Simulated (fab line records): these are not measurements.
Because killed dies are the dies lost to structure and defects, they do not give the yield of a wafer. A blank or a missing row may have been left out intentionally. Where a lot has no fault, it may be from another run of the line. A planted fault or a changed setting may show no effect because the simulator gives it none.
Matching of chambers / flow n5_finfet / N5_DUMMY_GATE_STRIP_48 on rie_diel-03: 4 sister chambers
The step strips in N2/H2, time 20 s. 18 wafers are shown with their chamber, then 9 later ones without.

WAFERS PAIRED WITH THEIR CHAMBERS
wafer=L075.1; chamber=1; drypump_motor_current_A (A)=5.7; showerhead_plenum_p_Torr (Torr)=3.21; throttle_valve_pct (%)=12.2
wafer=L075.2; chamber=3; drypump_motor_current_A (A)=5.8; showerhead_plenum_p_Torr (Torr)=3.50; throttle_valve_pct (%)=12.4
wafer=L075.5; chamber=2; drypump_motor_current_A (A)=6.6; showerhead_plenum_p_Torr (Torr)=3.44; throttle_valve_pct (%)=12.3
wafer=L077.2; chamber=1; drypump_motor_current_A (A)=5.7; showerhead_plenum_p_Torr (Torr)=3.21; throttle_valve_pct (%)=12.2
wafer=L077.3; chamber=0; drypump_motor_current_A (A)=6.2; showerhead_plenum_p_Torr (Torr)=3.35; throttle_valve_pct (%)=12.3
wafer=L077.4; chamber=2; drypump_motor_current_A (A)=6.6; showerhead_plenum_p_Torr (Torr)=3.44; throttle_valve_pct (%)=12.3
wafer=L080.3; chamber=2; drypump_motor_current_A (A)=6.7; showerhead_plenum_p_Torr (Torr)=3.43; throttle_valve_pct (%)=12.3
wafer=L080.4; chamber=1; drypump_motor_current_A (A)=5.7; showerhead_plenum_p_Torr (Torr)=3.21; throttle_valve_pct (%)=12.2
wafer=L080.6; chamber=3; drypump_motor_current_A (A)=5.7; showerhead_plenum_p_Torr (Torr)=3.49; throttle_valve_pct (%)=12.4
wafer=L081.3; chamber=2; drypump_motor_current_A (A)=6.6; showerhead_plenum_p_Torr (Torr)=3.43; throttle_valve_pct (%)=12.3
wafer=L081.4; chamber=0; drypump_motor_current_A (A)=6.2; showerhead_plenum_p_Torr (Torr)=3.34; throttle_valve_pct (%)=12.4
wafer=L081.6; chamber=1; drypump_motor_current_A (A)=5.7; showerhead_plenum_p_Torr (Torr)=3.20; throttle_valve_pct (%)=12.2
wafer=L093.2; chamber=3; drypump_motor_current_A (A)=5.7; showerhead_plenum_p_Torr (Torr)=3.48; throttle_valve_pct (%)=12.5
wafer=L093.3; chamber=1; drypump_motor_current_A (A)=5.7; showerhead_plenum_p_Torr (Torr)=3.19; throttle_valve_pct (%)=12.3
wafer=L093.5; chamber=1; drypump_motor_current_A (A)=5.7; showerhead_plenum_p_Torr (Torr)=3.19; throttle_valve_pct (%)=12.3
wafer=L094.1; chamber=3; drypump_motor_current_A (A)=5.7; showerhead_plenum_p_Torr (Torr)=3.48; throttle_valve_pct (%)=12.5
wafer=L094.2; chamber=2; drypump_motor_current_A (A)=6.6; showerhead_plenum_p_Torr (Torr)=3.42; throttle_valve_pct (%)=11.7
wafer=L094.3; chamber=1; drypump_motor_current_A (A)=5.7; showerhead_plenum_p_Torr (Torr)=3.19; throttle_valve_pct (%)=12.3

SIGNATURES (averages over the wafers above)
reading=drypump_motor_current_A; chamber 0=6.200; chamber 1=5.700; chamber 2=6.620; chamber 3=5.725; scatter within a chamber=0.0333
reading=showerhead_plenum_p_Torr; chamber 0=3.3450; chamber 1=3.2000; chamber 2=3.4320; chamber 3=3.4875; scatter within a chamber=0.00928
reading=throttle_valve_pct; chamber 0=12.350; chamber 1=12.243; chamber 2=12.180; chamber 3=12.450; scatter within a chamber=0.151
Rule: distance of a wafer from a chamber = root of the sum over the readings of ((wafer's reading minus chamber's mean) / reading's scatter) squared. The wafer belongs to the nearest chamber; if the next one is less than 2 further off, it can't be placed. How the scatter is found: for the shown wafers, subtract from each reading the mean of its chamber, square and add these, divide the total by (wafers less chambers), then take the root.

WAFERS MISSING THEIR CHAMBER
wafer=L094.4; drypump_motor_current_A (A)=5.7; showerhead_plenum_p_Torr (Torr)=3.48; throttle_valve_pct (%)=12.5
wafer=L094.5; drypump_motor_current_A (A)=5.7; showerhead_plenum_p_Torr (Torr)=3.19; throttle_valve_pct (%)=12.3
wafer=L094.6; drypump_motor_current_A (A)=6.6; showerhead_plenum_p_Torr (Torr)=3.42; throttle_valve_pct (%)=11.7
wafer=L095.1; drypump_motor_current_A (A)=6.6; showerhead_plenum_p_Torr (Torr)=3.42; throttle_valve_pct (%)=11.7
wafer=L095.2; drypump_motor_current_A (A)=5.7; showerhead_plenum_p_Torr (Torr)=3.48; throttle_valve_pct (%)=12.5
wafer=L095.5; drypump_motor_current_A (A)=6.6; showerhead_plenum_p_Torr (Torr)=3.42; throttle_valve_pct (%)=11.7
wafer=L097.3; drypump_motor_current_A (A)=6.6; showerhead_plenum_p_Torr (Torr)=3.42; throttle_valve_pct (%)=11.7
wafer=L097.5; drypump_motor_current_A (A)=6.2; showerhead_plenum_p_Torr (Torr)=3.33; throttle_valve_pct (%)=11.8
wafer=L097.6; drypump_motor_current_A (A)=5.7; showerhead_plenum_p_Torr (Torr)=3.19; throttle_valve_pct (%)=12.3

CHAMBER TAKEN BY EACH
wafer=L094.4; from the rows above=3; in truth=3
wafer=L094.5; from the rows above=1; in truth=1
wafer=L094.6; from the rows above=2; in truth=2
wafer=L095.1; from the rows above=2; in truth=2
wafer=L095.2; from the rows above=3; in truth=3
wafer=L095.5; from the rows above=2; in truth=2
wafer=L097.3; from the rows above=2; in truth=2
wafer=L097.5; from the rows above=0; in truth=0
wafer=L097.6; from the rows above=1; in truth=1
Correctly placed: 9 of 9. Can't be placed from these rows: 0. Number placed wrongly: 0.
